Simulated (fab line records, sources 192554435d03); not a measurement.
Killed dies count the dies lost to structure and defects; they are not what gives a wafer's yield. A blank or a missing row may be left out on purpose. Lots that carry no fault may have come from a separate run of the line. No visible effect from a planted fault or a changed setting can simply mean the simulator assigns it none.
A struck lot beside a sound one -- flow n5 finfet -- 26 steps out of a route of 1938
Sound: wafers L554.1, L554.4, L554.5. Struck: wafer L563.6. (L563.2, L563.5 of the same lot were not struck and are left out.) The cause comes at the end.
At each step with rows: each side's tool, then ch and its chambers, then its first start. Under that, the readings that differ: sound wafers -- struck wafers -- difference of the means -- sigmas: that difference in standard deviations of wafers without a fault.
alike: words and numbers the same on both sides, and readings whose means are apart by under 2 such deviations; not compared: readings that were withheld, readings missing a value for some wafer, numbers with overlapping values and no deviation given by the record, and bounds like >300 which may hide the same value.
Wherever a step has rows on one side only, a row that says differs or no value, or a row with sigmas, the two part there. Numbers that have no deviation but don't overlap get no sigmas and don't part them. Lack of a reading on every wafer of one side parts them only where that side has two or more wafers.

first, 9 steps without rows for these wafers: N5_BEOL_M8_COAT_60 (time 60 s, resist thk 35 nm); N5_BEOL_M8_COAT_05 (resist thk 90 nm); N5_BEOL_M8_EBR_07; N5_BEOL_M8_SOFTBAKE_06 (time 60 s); N5_BEOL_M8_EXPOSE_08 (exposes mask M8); N5_BEOL_M8_PEB_09 (peb time 60 s); N5_BEOL_M8_DEVELOP_10 (develop time 30 s); N5_BEOL_M8_DESCUM_16 (chemistry O2, time 7.9 s); N5_BEOL_M8_ETCH_61 (etches SiARC in CF4, target depth 45.5 nm, time 75.8 s).
N5_BEOL_M8_ETCH_62: etches SOC in N2/H2, target depth 110 nm, overetch 22 nm, time 165 s.
  sound on rie diel-04 ch 1,2,3, day 10 01:28; struck on rie diel-04 ch 3, day 13 03:51
  alike: drypump motor current A, oes product au, rf vpp V, showerhead plenum p Torr, throttle valve pct
  not compared: rf hours counter h
then, 13 steps without rows for these wafers: N5_BEOL_M8_STRIP_68 (strips in N2/H2); N5_BEOL_M8_STRIP_67 (strips in CF4); N5_BEOL_M8_HM_OPEN_17 (chemistry Cl2/BCl3, target TiN, target depth 20 nm, overetch 6 nm); N5_BEOL_M8_STRIP_19 (strips in O2); N5_BEOL_M8_COAT_63 (time 60 s, resist thk 60 nm); N5_BEOL_M8_COAT_64 (time 60 s, resist thk 12 nm); N5_BEOL_M8_COAT_71 (time 60 s, resist thk 5 nm); N5_BEOL_M8_COAT_22 (resist thk 30 nm); N5_BEOL_M8_EBR_24; N5_BEOL_M8_SOFTBAKE_23 (time 60 s); N5_BEOL_M8_EXPOSE_25 (exposes mask V7, target cd 40 nm); N5_BEOL_M8_PEB_26 (peb time 60 s); N5_BEOL_M8_DEVELOP_27 (develop time 30 s).
N5_BEOL_M8_INSPECT_30: inspects for defects (brightfield).
  sound on defect inspect-02 at day 10 02:22; struck on defect inspect-02 at day 13 08:23
reading,sound,struck,difference,sigmas
raw defect count,330 326 403,770,+417,+4
then, 1 step without rows for these wafers: N5_BEOL_M8_DESCUM_33 (chemistry O2, time 7 s).
-- here the record skips 3 days between the struck wafers' starts before and after, leaving off in module BEOL_M8 and picking up in module PASSIVATION (first step shown: number 1936 of the route) --
N5_PASSIVATION_PROBE_49:
  sound on prober-01 at day 12 23:40; struck on prober-02 at day 16 02:59
reading,sound,struck,difference,sigmas
defect limited yield (%),90.6,82.7,-7.9,-5
killed_at_M4_up,15,111,+96,+17
killed at contacts,8,29,+21,+3
killed at front end,50,15,-35,-3
killed dies,111,204,+93,+5
sort_bin_5_function (%),5.9,10.3,+4.4,+4
sort_bin_6_memory (%),3.2,5.1,+1.9,+3
sort n pass,1069,976,-93,-5
sort yield pct (%),90.6,82.7,-7.9,-5
  alike: killed_at_M0_to_M3, killed at other, killed open, killed short

== WHERE THEY PART ==
Last at N5_PASSIVATION_PROBE_49 as far as this record goes, first at N5_BEOL_M8_INSPECT_30.

WHY: what the simulator had put in
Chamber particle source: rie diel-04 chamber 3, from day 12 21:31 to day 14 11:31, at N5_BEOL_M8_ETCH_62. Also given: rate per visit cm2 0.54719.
